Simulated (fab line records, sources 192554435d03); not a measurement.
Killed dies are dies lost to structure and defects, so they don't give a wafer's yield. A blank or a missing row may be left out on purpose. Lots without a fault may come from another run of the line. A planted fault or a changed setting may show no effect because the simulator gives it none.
A struck lot beside a sound one | flow n5_finfet | 38 steps out of a route of 1938
Sound: wafers L301.1, L301.3, L301.6. Struck: wafers L300.1, L300.5. The cause comes at the end.
At each step with rows: each side's tool, then ch and its chambers, then its first start. Under that, the readings that differ: sound wafers | struck wafers | difference of the means | sigmas: that difference in standard deviations of wafers without a fault.
alike: readings whose means differ by less than 2 such deviations, and words and numbers that are the same on both sides. not compared: withheld readings, readings that some wafer has no value for, bounds like >300 that may hide the same value, and numbers for which the record gives no deviation and whose values overlap.
The two part at a step that has a row with sigmas, a row that says differs or no value, or rows on one side only. Numbers that don't overlap but have no deviation are shown without sigmas and don't part them. A reading that every wafer of one side lacks parts them only if that side has two wafers or more.

first, 9 steps without rows for these wafers: N5_BEOL_M4_ANNEAL_95 (time 240 s); N5_BEOL_M4_SPUTTER_96 (material Cu, target thk 4.5 nm, time 8.29 s); N5_BEOL_M4_ECD_50 (material Cu, target thk 300 nm); N5_BEOL_M4_ANNEAL_51 (time 90 s); N5_BEOL_M4_CMP_52 (polishes, stops on SiOC, t overpolish 6.8 s, target thk 40 nm); N5_BEOL_M4_PRE_CLEAN_60 (time 15 s); N5_BEOL_M4_CO_CAP_55 (material Co, precursor CCTBA/H2, target thk 2 nm, time 102.1 s); N5_BEOL_M4_PRE_CLEAN_56 (time 15 s); N5_BEOL_M4_DEP_57 (deposits SiCN from 3MS/NH3, target thk 8 nm, time 14 s).
N5_BEOL_M4_RC_MEAS_101:
  sound on prober-02 ch 0, day 12 10:08; struck on prober-01 ch 0, day 12 16:10
  alike: DIBL_N, DIBL_P, IOFF_N, IOFF_P, ION_N, ION_P, SS_N, SS_P, VT_N, VT_P
then, 24 steps without rows for these wafers: N5_BEOL_M5_ILD_DEP_00 (deposits SiCOH lowk from DEMS/porogen, target thk 140.64 nm, time 25.9 s); N5_BEOL_M5_CURE_79 (cures SiCOH lowk, time 240 s); N5_BEOL_M5_PECVD_70 (deposits SiO2 from TEOS/O2, target thk 16 nm, time 18 s); N5_BEOL_M5_HM_DEP_02 (deposits TiN, target thk 20 nm); N5_BEOL_M5_COAT_59 (time 60 s, resist thk 60 nm); N5_BEOL_M5_COAT_60 (time 60 s, resist thk 12 nm); N5_BEOL_M5_COAT_71 (time 60 s, resist thk 5 nm); N5_BEOL_M5_COAT_05 (resist thk 30 nm); N5_BEOL_M5_EBR_07; N5_BEOL_M5_SOFTBAKE_06 (time 60 s); N5_BEOL_M5_EXPOSE_08 (exposes mask M5, target cd 28 nm); N5_BEOL_M5_PEB_09 (peb time 60 s); N5_BEOL_M5_DEVELOP_10 (develop time 30 s); N5_BEOL_M5_DESCUM_16 (chemistry O2, time 7 s); N5_BEOL_M5_ETCH_72 (etches underlayer in N2/H2, target depth 6.5 nm, time 5.2 s); N5_BEOL_M5_ETCH_61 (etches SiARC in CF4, target depth 15.6 nm, time 26 s); N5_BEOL_M5_ETCH_62 (etches SOC in N2/H2, target depth 75 nm, overetch 15 nm, time 112.5 s); N5_BEOL_M5_STRIP_63 (strips in N2/H2); N5_BEOL_M5_STRIP_73 (strips in N2/H2); N5_BEOL_M5_STRIP_64 (strips in CF4); N5_BEOL_M5_HM_OPEN_17 (chemistry Cl2/BCl3, target TiN, target depth 20 nm, overetch 6 nm); N5_BEOL_M5_STRIP_19 (strips in O2); N5_BEOL_M5_COAT_65 (time 60 s, resist thk 60 nm); N5_BEOL_M5_COAT_66 (time 60 s, resist thk 12 nm).
-- the record jumps here: 2 days lie between the struck wafers' starts before and after (it left off in module BEOL_M5 and takes up again in module BEOL_M9, whose first step shown is number 1464 of the route) --
N5_BEOL_M9_CMP_52: polishes, stops on SiCOH lowk, t overpolish 7 s, target thk 140 nm.
  sound on cmp-03 ch 0,3, day 14 13:14; struck on cmp-04 ch 0,2, day 14 23:26
  reading                      | sound             | struck      | difference | sigmas
  barrier_field_endpoint_s (s) | 28.5 28.0 28.6    | 46.9 47.0   | +18.6      | +26
  overpolish_run_s (s)         | 7.002 6.986 6.999 | 0.043 0.041 | -6.954     | -99 or more
  time_to_endpoint_s (s)       | 67 67 66          | 85 86       | +19        | +6
  alike: motor_current_A, platen_rpm, slurry_filter_dp_kPa
N5_BEOL_M9_THK_MEAS_53: measures by xrf.
  sound on film_metro-01, day 14 13:32; struck on film_metro-02, day 14 23:37
  reading     | sound       | struck  | difference | sigmas
  M9_THK (nm) | 141 144 139 | 261 254 | +116       | +37
N5_BEOL_M9_INSPECT_58: inspects for defects (darkfield).
  sound on defect_inspect-01, day 14 13:41; struck on defect_inspect-02, day 14 23:47
  reading          | sound    | struck    | difference | sigmas
  raw_defect_count | 64 50 73 | 4284 4257 | +4208      | +99 or more
-- the record jumps here: 3 days lie between the struck wafers' starts before and after (it left off in module BEOL_M9 and takes up again in module PASSIVATION, whose first step shown is number 1936 of the route) --
N5_PASSIVATION_PROBE_49:
  sound on prober-02, day 17 11:29; struck on prober-01, day 17 15:35
  reading                  | sound          | struck    | difference | sigmas
  defect_limited_yield (%) | 88.9 92.5 90.8 | 0 0       | -91        | -65
  killed_at_M0_to_M3       | 33 13 21       | 62 27     | +22        | +2
  killed_at_M4_up          | 15 15 10       | 1076 1107 | +1078      | +99 or more
  killed_at_front_end      | 59 51 56       | 31 24     | -28        | -3
  killed_dies              | 131 89 108     | 1180 1180 | +1071      | +63
  killed_on_rim            | 14 19 11       | 152 152   | +137       | +33
  sort_n_pass              | 1049 1091 1072 | 0 0       | -1071      | -51
  sort_yield_pct (%)       | 88.9 92.5 90.8 | 0 0       | -91        | -53
  alike: killed_at_contacts, killed_at_other, killed_open, killed_short, sort_bin_5_function, sort_bin_6_memory

WHERE THEY PART
First at N5_BEOL_M9_CMP_52; last, within this record, at N5_PASSIVATION_PROBE_49.

WHY: what the simulator had put in
Process parameter drift: cmp-04, from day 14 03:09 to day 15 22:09, at N5_BEOL_M9_CMP_52. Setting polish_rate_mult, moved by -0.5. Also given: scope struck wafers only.
